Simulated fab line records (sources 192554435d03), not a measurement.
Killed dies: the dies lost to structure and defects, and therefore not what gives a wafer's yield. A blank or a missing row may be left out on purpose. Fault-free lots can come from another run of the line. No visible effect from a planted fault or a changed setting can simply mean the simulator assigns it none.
Matching of chambers + flow n5Finfet + 3 sister chambers for N5_ZERO_LAYER_PECVD_02 on pecvd-02
The step deposits SiO2 from SiH4/N2O, target thk 10 nm, time 6 s. 6 wafers are shown with their chamber, then 7 later ones without.

== EACH WAFER AND ITS CHAMBER ==
| wafer  | chamber | heaterPowerW (W) | showerheadPlenumPTorr (Torr) |
|--------|---------|------------------|------------------------------|
| L081.5 | 0       | 852              | 8.16                         |
| L088.2 | 1       | 852              | 8.14                         |
| L088.3 | 2       | 622              | 8.20                         |
| L088.5 | 0       | 846              | 8.18                         |
| L089.2 | 2       | 602              | 8.18                         |
| L089.3 | 1       | 746              | 8.15                         |

== WAFERS WITH NO CHAMBER GIVEN ==
| wafer  | heaterPowerW (W) | showerheadPlenumPTorr (Torr) |
|--------|------------------|------------------------------|
| L089.4 | 750              | 8.15                         |
| L090.1 | 851              | 8.14                         |
| L090.4 | 597              | 8.19                         |
| L090.5 | 763              | 8.17                         |
| L092.3 | 784              | 8.16                         |
| L092.4 | 791              | 8.17                         |
| L092.6 | 633              | 8.18                         |

== EACH ONE'S CHAMBER ==
| wafer  | from the rows above          | in truth |
|--------|------------------------------|----------|
| L089.4 | can't be placed: 1 or 0      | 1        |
| L090.1 | can't be placed: 1 or 0      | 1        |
| L090.4 | 2                            | 2        |
| L090.5 | can't be placed: 0 or 1 or 2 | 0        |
| L092.3 | can't be placed: 1 or 0      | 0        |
| L092.4 | can't be placed: 0 or 1      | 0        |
| L092.6 | 2                            | 2        |
Placed correctly: 2 of 7. Can't be placed from these rows: 5 (the true chamber is among the candidates in 5). Wrongly placed: 0.
How it was worked out, from the rows above alone: a wafer's distance from a chamber is the root of the sum, over the readings, of the square of ((its reading less the chamber's mean) divided by the reading's scatter). The wafer belongs to the nearest chamber; if the next one is less than 2 further off, it can't be placed. A chamber's mean is the mean of its shown wafers. The scatter: take each reading less its chamber's mean, square it, sum over the shown wafers, divide by the number of wafers less the number of chambers, and take the root.
